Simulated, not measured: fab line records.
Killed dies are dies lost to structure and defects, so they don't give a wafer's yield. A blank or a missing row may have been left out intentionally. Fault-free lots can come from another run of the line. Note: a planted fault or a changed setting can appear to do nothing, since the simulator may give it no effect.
fab line records | flow nandHarc
record: lots: 12 wafers: 36 lastDay: 25
route steps=1159 shown A_CHANNEL_HOLE_D1@473 A_CHANNEL_FILL_D1@494 END@1159
lots that met no fault: from a run of the same line without faults
startH: the number of hours between the record's first day and the start of the first shown wafer of the lot | waitH: hours since the lot's step before | " identical to the entry in the row above | L1.1+2: a single row standing in for several wafers | - value missing, or start not given | * or withheld: withheld | < > ~ a bound
route shown NAME@n: a module of which the file shows steps, and the number in the route of the first | usual: mean and standard deviation over wafers with no fault | same: alike in all rows | chamber/n: place in a boat | sites: each site's reading | _std_site: the values' standard deviation | _edge_site: the outer-site mean with the inner-site mean subtracted | radiusMm: for every site, how far away it sits from the centre of the wafer | mask NAME#n: copy n | behind: the last tool/chamber to shape the wafer | hold: why the lot went on hold/how many hours it stayed there/how the hold came to an end | device: the n, p or np transistor that did not switch | end of line: tests run on the same wafers once the route is complete | where a step has no rows: the recipe by itself | killed: not the wafer's yield, but the dies lost to structure and defects at the first sort | map: dies across one wafer; x = killed, . = not, _ = none there
set.NAME: setting as actually run; set.NAME@STEP: the setting as run at that earlier step | model.NAME: the simulator's own value behind a step, which no gauge read
the route's steps for a sample of lots (tables are steps, rows are wafers)
services: the hour from which a tool's chamber was out of use, counted from the record's first day as startH (under 0 if before that day), plus the number of hours and why
== steps ==
step: NHARC_A_CHANNEL_HOLE_D1_ETCH_21
recipe: biasV: 3000 sourceW: withheld pressureMtorr: 20 timeS: 514.3 arFlowSccm: 375 c4f8FlowSccm: 89.3 o2FlowSccm: 35.7 tempC: -20 targetDepthA: 16000 chemistry: C4F8/O2/Ar
usual: drypumpMotorCurrentA: 5.53/0.29 showerheadPlenumPTorr: 3.77/0.12 throttleValvePct: 32.155/0.0095
columns lot.wafer tool chamber startH waitH drypumpMotorCurrentA rfHoursCounterH showerheadPlenumPTorr throttleValvePct
L826.2 harEtch-01 0 177.22 0.3 5.10 195 3.60 32.167
L826.3 " 0 " " 5.08 - 3.60 32.159
L826.4 " 1 " " 5.59 - 3.82 32.156
L829.1 harEtch-02 0 191.53 0.3 5.62 103 3.87 32.144
L829.3 " 1 " " 5.92 - 3.87 32.152
L829.5 " 1 " " 5.90 - 3.87 32.167
L831.1 harEtch-02 0 199.83 0.3 5.63 107 3.87 32.157
L831.4 " 1 " " 5.87 - 3.87 32.163
L831.5 " 1 " " 5.87 - 3.87 32.153
L830.2 harEtch-02 0 204.07 0.3 5.67 111 3.87 32.157
L830.5 " 1 " " 5.89 - 3.87 32.155
L830.6 " 0 " " 5.61 - 3.87 32.151
L834.2 harEtch-02 0 221.37 0.3 5.60 116 3.87 32.158
L834.1 " 1 " " 5.89 116 3.87 32.162
L834.6 " 0 " " 5.61 - 3.87 32.148
L842.1 harEtch-01 1 282.62 0.3 5.59 238 3.80 32.163
L842.4 " 0 " " 5.10 - 3.58 32.158
L842.3 " 1 " " 5.60 - 3.80 32.158
L843.2 harEtch-01 0 286.69 0.3 5.09 242 3.58 32.146
L843.3 " 0 " " 5.09 - 3.58 32.151
L843.4 " 1 " " 5.60 - 3.80 32.147
L844.2 harEtch-02 0 289.22 0.3 5.59 140 3.85 32.168
L844.1 " 1 " " 5.87 140 3.85 32.158
L844.5 " 0 " " 5.62 - 3.85 32.164
L846.1 harEtch-01 0 298.42 0.3 5.09 251 3.57 32.153
L846.3 " 1 " " 5.61 - 3.79 32.152
L846.5 " 0 " " 5.11 - 3.57 32.173
L848.1 harEtch-02 0 302.37 0.3 5.61 150 3.85 32.133
L848.3 " 1 " " 5.86 - 3.85 32.152
L848.5 " 0 " " 5.58 - 3.85 32.174
L847.2 harEtch-01 0 304.76 0.3 5.09 255 3.57 32.141
L847.4 " 0 " " 5.11 - 3.57 32.143
L847.6 " 1 " " 5.61 - 3.79 32.130
L849.2 harEtch-02 1 309.29 0.3 5.91 156 3.85 32.148
L849.4 " 0 " " 5.56 - 3.84 32.147
L849.3 " 1 " " 5.88 - 3.84 32.152
step: NHARC_A_CHANNEL_HOLE_D1_ETCH_26
recipe: biasV: 300 sourceW: 2000 pressureMtorr: 30 timeS: 224.1 arFlowSccm: 375 c4f8FlowSccm: 11.4 o2FlowSccm: 113.6 tempC: -20 targetDepthA: 3000 chemistry: C4F8/O2/Ar
usual: biasV: 299.8/2.6 drypumpMotorCurrentA: 5.53/0.29 showerheadPlenumPTorr: 3.82/0.12 throttleValvePct: 24.584/0.0094
columns lot.wafer tool chamber startH waitH biasV drypumpMotorCurrentA rfHoursCounterH showerheadPlenumPTorr throttleValvePct
L826.2 harEtch-01 0 180.55 0.7 298.4 5.09 198 3.64 24.576
L826.3 " 0 " " 296.8 5.10 - 3.64 24.586
L826.4 " 1 " " 295.8 5.61 - 3.87 24.592
L829.1 harEtch-02 0 194.82 0.6 299.7 5.59 106 3.93 24.585
L829.3 " 1 " " 297.0 5.89 - 3.93 24.588
L829.5 " 1 " " 303.8 5.87 - 3.93 24.583
L831.1 harEtch-02 0 203.19 0.7 298.0 5.64 110 3.93 24.581
L831.4 " 1 " " 299.4 5.87 - 3.93 24.576
L831.5 " 1 " " 301.3 5.86 - 3.93 24.584
L830.2 harEtch-02 0 207.35 0.6 301.5 5.59 114 3.92 24.602
L830.5 " 1 " " 301.1 5.89 - 3.92 24.587
L830.6 " 0 " " 300.3 5.61 - 3.92 24.577
L834.2 harEtch-02 0 224.69 0.7 300.9 5.64 120 3.92 24.605
L834.1 " 1 " " 304.0 5.84 120 3.92 24.578
L834.6 " 0 " " 304.0 5.69 - 3.92 24.597
L842.1 harEtch-01 1 285.91 0.6 300.2 5.59 241 3.85 24.586
L842.4 " 0 " " 303.0 5.12 - 3.62 24.597
L842.3 " 1 " " 298.3 5.59 - 3.85 24.589
L843.2 harEtch-01 0 290.05 0.7 299.4 5.09 245 3.61 24.570
L843.3 " 0 " " 298.8 5.07 - 3.61 24.584
L843.4 " 1 " " 301.7 5.61 - 3.85 24.579
L844.2 harEtch-02 0 292.58 0.7 299.8 5.64 144 3.91 24.587
L844.1 " 1 " " 299.2 5.88 144 3.91 24.576
L844.5 " 0 " " 301.4 5.63 - 3.91 24.571
L846.1 harEtch-01 0 301.79 0.7 303.6 5.12 255 3.61 24.586
L846.3 " 1 " " 301.8 5.59 - 3.84 24.595
L846.5 " 0 " " 300.2 5.11 - 3.61 24.573
L848.1 harEtch-02 0 305.67 0.6 303.1 5.61 154 3.90 24.583
L848.3 " 1 " " 300.6 5.85 - 3.90 24.592
L848.5 " 0 " " 298.2 5.58 - 3.90 24.573
L847.2 harEtch-01 0 308.05 0.6 298.8 5.07 259 3.61 24.599
L847.4 " 0 " " 296.1 5.10 - 3.61 24.586
L847.6 " 1 " " 302.4 5.61 - 3.84 24.582
L849.2 harEtch-02 1 312.58 0.6 302.6 5.89 159 3.90 24.572
L849.4 " 0 " " 300.5 5.57 - 3.90 24.595
L849.3 " 1 " " 301.0 5.91 - 3.90 24.571
step: NHARC_A_CHANNEL_HOLE_D1_XSEM_31
recipe: landingEnergyEv: 35000
usual: botCdNm: 74.7/1.9 bowNm: 8.54/0.27 tiltDeg: 0.07/0.041
columns lot.wafer tool chamber startH waitH botCdNm bowNm tiltDeg
L826.2 xsem-01 0 182.37 0.1 75.1 8.55 0.04
L826.3 " 0 " " 77.3 8.62 0.04
L826.4 " 0 " " 76.9 8.57 0.04
L829.1 xsem-01 0 196.62 0.1 77.2 8.61 0.06
L829.3 " 0 " " 75.1 8.57 0.06
L829.5 " 0 " " 75.6 8.52 0.06
L831.1 xsem-01 0 205.05 0.1 73.3 8.75 0.05
L831.4 " 0 " " 76.4 8.74 0.04
L831.5 " 0 " " 75.1 8.81 0.05
L830.2 xsem-01 0 209.15 0.1 74.1 8.36 0.11
L830.5 " 0 " " 72.6 8.32 0.11
L830.6 " 0 " " 76.0 8.31 0.11
L834.1 xsem-02 0 226.53 0.1 77.5 9.10 0.13
L834.2 " 0 " " 77.4 9.09 0.13
L834.6 " 0 " " 77.6 9.11 0.13
L842.1 xsem-01 0 287.70 0.1 72.8 8.63 0.08
L842.3 " 0 " " 75.7 8.53 0.08
L842.4 " 0 " " 75.7 8.56 0.08
L843.2 xsem-02 0 292.24 0.1 77.0 8.41 0.00
L843.3 " 0 " " 74.3 8.34 0.00
L843.4 " 0 " " 73.5 8.40 0.00
L844.1 xsem-01 0 294.41 0.1 75.0 8.52 -0.01
L844.2 " 0 " " 74.1 8.60 -0.01
L844.5 " 0 " " 74.5 8.56 -0.01
L846.1 xsem-01 0 303.65 0.1 77.1 8.26 0.12
L846.3 " 0 " " 77.3 8.25 0.12
L846.5 " 0 " " 76.2 8.24 0.12
L848.1 xsem-01 0 307.45 0.1 74.1 8.25 0.09
L848.3 " 0 " " 71.7 8.20 0.09
L848.5 " 0 " " 72.4 8.24 0.09
L847.2 xsem-01 0 309.85 0.1 72.9 8.33 0.11
L847.4 " 0 " " 74.5 8.41 0.11
L847.6 " 0 " " 75.5 8.33 0.11
L849.2 xsem-01 0 314.37 0.1 77.2 8.90 0.04
L849.3 " 0 " " 73.4 8.89 0.04
L849.4 " 0 " " 73.6 8.88 0.04
step: NHARC_A_CHANNEL_HOLE_D1_INSPECT_40
usual: rawDefectCount: 66/17
columns lot.wafer tool chamber startH waitH rawDefectCount
L826.2 defectInspect-02 - 182.47 - 64
L826.3 " - " " 77
L826.4 " - " " 58
L829.1 defectInspect-01 - 196.72 - 34
L829.3 " - " " 48
L829.5 " - " " 60
L831.1 defectInspect-01 - 205.14 - 41
L831.4 " - " " 46
L831.5 " - " " 52
L830.2 defectInspect-01 - 209.24 - 52
L830.5 " - " " 655
L830.6 " - " " 42
L834.1 defectInspect-02 - 226.62 - 607
L834.2 " - " " 55
L834.6 " - " " 58
L842.1 defectInspect-02 - 287.80 - 58
L842.3 " - " " 100
L842.4 " - " " 106
L843.2 defectInspect-02 - 292.34 - 73
L843.3 " - " " 69
L843.4 " - " " 66
L844.1 defectInspect-01 - 294.52 - 35
L844.2 " - " " 31
L844.5 " - " " 37
L846.1 defectInspect-01 - 303.75 - 74
L846.3 " - " " 63
L846.5 " - " " 72
L848.1 defectInspect-01 - 307.55 - 77
L848.3 " - " " 81
L848.5 " - " " 71
L847.2 defectInspect-01 - 309.95 - 65
L847.4 " - " " 93
L847.6 " - " " 79
L849.2 defectInspect-01 - 314.47 - 54
L849.3 " - " " 61
L849.4 " - " " 76
step: NHARC_A_CHANNEL_FILL_D1_ALD_14
recipe: targetThkA: 25 pulseTimeS: 10 aldCycles: 25 tempC: 300 material: SiO2
usual: heaterPowerW: 492/45 precursorPulseHeightRel: 1.002/0.021 susceptorTempC: 299.98/0.22
columns lot.wafer tool chamber startH waitH heaterPowerW precursorPulseHeightRel susceptorTempC
L826.3 aldHk-03 1 189.66 0.0 445 0.981 -
L826.4 " 2 " " 461 0.996 -
L826.2 " 3 " " 499 1.000 -
L829.1 aldHk-03 2 202.84 0.0 467 0.975 300.21
L829.3 " 1 " " 469 1.002 299.83
L829.5 " 3 " " 485 0.955 300.31
L831.4 aldHk-04 1 212.43 0.1 457 0.985 299.98
L831.1 " 2 " " 464 1.006 300.00
L831.5 " 3 " " 570 0.977 299.84
L830.2 aldHk-03 1 216.49 0.1 452 1.022 299.89
L830.6 " 1 " " 470 0.976 299.89
L830.5 " 2 " " 475 0.995 300.04
L834.2 aldHk-02 2 234.27 0.4 470 0.990 300.08
L834.1 " 3 " " 490 1.012 300.30
L834.6 " 2 " " 462 0.983 300.24
L842.4 aldHk-03 1 295.15 0.1 455 1.003 299.87
L842.3 " 2 " " 463 0.999 299.72
L842.1 " 3 " " 500 0.991 299.95
L843.4 aldHk-04 1 299.60 0.0 460 0.991 -
L843.2 " 2 " " 476 1.027 -
L843.3 " 3 " " 564 1.032 -
L844.1 aldHk-03 0 299.65 0.1 583 0.985 300.20
L844.2 " 2 " " 475 1.017 300.29
L844.5 " 3 " " 509 1.021 299.81
L846.3 aldHk-02 1 311.05 0.1 508 0.990 300.01
L846.1 " 2 " " 457 0.985 300.07
L846.5 " 0 " " 434 1.039 300.21
L847.4 aldHk-03 3 314.81 0.1 497 1.000 -
L847.2 " 0 " " 586 1.000 -
L847.6 " 3 " " 502 0.998 -
L848.3 aldHk-04 2 314.82 0.1 473 1.023 300.42
L848.1 " 3 " " 577 1.026 299.98
L848.5 " 1 " " 459 0.983 300.37
L849.2 aldHk-04 2 321.63 0.0 476 1.016 300.21
L849.4 " 3 " " 553 0.995 300.07
L849.3 " 1 " " 473 1.005 299.63
step: NHARC_END_SORT_01
recipe: tempC: 25
usual: killedAtArray: 28/11 killedAtOther: 0.7/0.88 killedAtPeriphery: 3.1/2.2 killedDies: 31/12 killedOpen: 3.3/2 killedShort: 2.0/1.6
same: grossDies: 677
columns lot.wafer tool chamber startH waitH killedAtArray killedAtOther killedAtPeriphery killedDies killedOpen killedShort
L830.2 prober-02 0 467.87 2.8 13 2 0 15 3 3
L830.5 prober-02 0 470.28 3.7 66 1 1 68 1 0
L830.6 prober-02 0 471.09 4.0 11 0 2 13 1 2
L834.1 prober-02 0 487.69 2.5 69 1 4 74 1 0
L834.2 prober-02 0 488.48 2.8 23 1 1 25 1 2
L834.6 prober-02 0 491.67 4.0 28 1 1 30 4 1
L843.2 prober-02 0 557.72 2.8 43 1 2 46 4 2
L843.3 prober-02 0 558.51 3.1 37 0 0 37 4 2
L843.4 prober-02 0 559.31 3.4 44 3 2 49 2 1
L842.4 prober-01 0 572.49 3.4 41 1 0 42 0 2
L844.2 prober-02 0 570.86 2.8 12 0 3 15 7 1
L844.5 prober-02 0 573.26 3.7 13 0 0 13 4 1
killed by level:class
L830.2 A_CHANNEL_HOLE_D1:chamberFilmFlake=3 A_STAIRCASE:chamberFilmFlake=2 A_CHANNEL_FILL_D1:geometricParticle:short=1 A_SGD_CUT:geometricParticle:open=1 A_WL_FILL:geometricParticle:short=1 A_CONTACT:geometricParticle:short=1 A_M0:geometricParticle:open=1 A_BONDPAD:geometricParticle:open=1
L830.5 A_CHANNEL_HOLE_D1:unspecified=58 A_WL_FILL:chamberFilmFlake=3 A_STAIRCASE:chamberFilmFlake=2 A_CONTACT:geometricParticle:open=1 P_GATE:chamberFilmFlake=1 A_CHANNEL_HOLE_D1:chamberFilmFlake=1 A_CONTACT:chamberFilmFlake=1 THIN_TSV:chamberFilmFlake=1
L830.6 P_ZERO_WELL:chamberFilmFlake=2 A_CHANNEL_HOLE_D1:chamberFilmFlake=2 A_STAIRCASE:chamberFilmFlake=2 A_CONTACT:chamberFilmFlake=2 A_CHANNEL_FILL_D1:geometricParticle:short=1 A_CHANNEL_FILL_D1:geometricParticle:open=1 A_WL_FILL:geometricParticle:short=1 A_CHANNEL_FILL_D1:chamberFilmFlake=1
L834.1 A_CHANNEL_HOLE_D1:unspecified=58 A_SLIT:chamberFilmFlake=5 A_STAIRCASE:chamberFilmFlake=2 P_M2:chamberFilmFlake=2 A_WL_FILL:chamberFilmFlake=2 P_CONTACT:geometricParticle:open=1 P_GATE:chamberFilmFlake=1 A_CHANNEL_FILL_D1:chamberFilmFlake=1
L834.2 A_SLIT:chamberFilmFlake=9 A_CONTACT:chamberFilmFlake=4 A_CHANNEL_HOLE_D1:chamberFilmFlake=3 A_STAIRCASE:chamberFilmFlake=3 A_CONTACT:geometricParticle:open=1 A_BLC:geometricParticle:short=1 A_M0:geometricParticle:short=1 P_M2:chamberFilmFlake=1
L834.6 A_SLIT:chamberFilmFlake=12 A_BLC:chamberFilmFlake=5 A_STAIRCASE:chamberFilmFlake=3 A_CONTACT:chamberFilmFlake=3 A_CONTACT:geometricParticle:open=2 A_SGD_CUT:geometricParticle:open=1 A_M0:geometricParticle:open=1 STARTING-WAFER:geometricParticle:short=1
L843.2 A_CHANNEL_HOLE_D1:chamberFilmFlake=17 A_SLIT:chamberFilmFlake=11 A_CHANNEL_FILL_D1:chamberFilmFlake=5 A_CONTACT:chamberFilmFlake=4 P_M0:geometricParticle:open=1 A_ONON_D1:geometricParticle:open=1 A_ONON_D1:geometricParticle:short=1 A_WL_FILL:geometricParticle:short=1
L843.3 A_CHANNEL_HOLE_D1:chamberFilmFlake=15 A_SLIT:chamberFilmFlake=8 A_STAIRCASE:chamberFilmFlake=5 A_CONTACT:geometricParticle:open=2 A_CONTACT:chamberFilmFlake=2 A_SGD_CUT:geometricParticle:open=1 A_WL_FILL:geometricParticle:short=1 A_M0:geometricParticle:open=1
L843.4 A_SLIT:chamberFilmFlake=15 A_CHANNEL_HOLE_D1:chamberFilmFlake=13 A_CONTACT:chamberFilmFlake=5 A_CHANNEL_FILL_D1:chamberFilmFlake=4 A_STAIRCASE:chamberFilmFlake=3 THIN_TSV:chamberFilmFlake=3 A_BONDPAD:chamberFilmFlake=2 P_GATE:geometricParticle:open=1
L844.2 A_CHANNEL_FILL_D1:geometricParticle:open=3 A_ONON_D1:geometricParticle:open=2 P_ZERO_WELL:chamberFilmFlake=2 A_CHANNEL_HOLE_D1:chamberFilmFlake=2 A_CONTACT:chamberFilmFlake=2 P_M0:geometricParticle:short=1 A_STAIRCASE:geometricParticle:open=1 A_BLC:geometricParticle:open=1
L842.4 A_CHANNEL_HOLE_D1:chamberFilmFlake=18 A_SLIT:chamberFilmFlake=16 A_STAIRCASE:chamberFilmFlake=2 A_CONTACT:chamberFilmFlake=2 A_ONON_D1:geometricParticle:short=1 A_CONTACT:geometricParticle:short=1 A_BONDPAD:chamberFilmFlake=1 THIN_TSV:chamberFilmFlake=1
L844.5 A_CHANNEL_HOLE_D1:chamberFilmFlake=5 A_CONTACT:geometricParticle:open=3 A_ONON_D1:geometricParticle:open=1 A_STAIRCASE:geometricParticle:short=1 A_STAIRCASE:chamberFilmFlake=1 A_SLIT:chamberFilmFlake=1 A_WL_FILL:chamberFilmFlake=1
== services ==
columns tool chamber startH hours kind
aldHk-03 0 155.94 - clean
aldHk-03 1 155.94 - clean
aldHk-03 2 155.94 - clean
aldHk-03 3 155.94 - clean
aldHk-04 - 177.87 1.2 repair
aldHk-04 - 190.79 10.0 pm
aldHk-04 0 190.79 10.0 ventCycle
aldHk-04 1 190.79 10.0 ventCycle
aldHk-04 2 190.79 10.0 ventCycle
aldHk-04 3 190.79 10.0 ventCycle
aldHk-03 - 193.16 1.5 repair
aldHk-04 0 200.79 - clean
aldHk-04 1 200.79 - clean
aldHk-04 2 200.79 - clean
aldHk-04 3 200.79 - clean
aldHk-02 2 280.25 10.0 ventCycle
aldHk-02 3 280.25 10.0 ventCycle
aldHk-02 0 290.25 - clean
aldHk-02 1 290.25 - clean
aldHk-02 2 290.25 - clean
xsem-02 - 302.00 14.0 pm
harEtch-01 - 308.40 17.0 pm
harEtch-01 0 308.40 17.0 ventCycle
harEtch-01 1 308.40 17.0 ventCycle
== key ==
firstSign: step: NHARC_A_CHANNEL_HOLE_D1_INSPECT_40 reading: rawDefectCount direction: up sigmas: 33 usual: 66 struck: 631
effect: step: NHARC_END_SORT_01 reading: killedAtArray direction: up sigmas: 3.5 usual: 28 struck: 68
moreKillsBornAt: NHARC_A_CHANNEL_HOLE_D1_ETCH_21@harEtch-02: 110
metAt NHARC_A_CHANNEL_HOLE_D1_ETCH_21
struckLots L830,L834
struckWafers L830.5,L834.1
testerLeftOut L830,L834
notActingAt NHARC_A_CHANNEL_HOLE_D1_ETCH_26,NHARC_A_CHANNEL_HOLE_D1_XSEM_31,NHARC_A_CHANNEL_FILL_D1_ALD_14
onsetBetween 199.83 204.07
fault: kind: chamberParticleSource tool: harEtch-02 chamber: 1 onsetH: 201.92 steps: NHARC_A_CHANNEL_HOLE_D1_ETCH_21 ratePerVisitCm2: 0.86744 endH: 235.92
testerLeftOut: of these lots the tester's yield and bins aren't shown, on N5 and GAA mostly nor the transistor test; their killed dies are dies lost to structure and defects alone, not to doping, threshold or leakage, so they don't give the yield
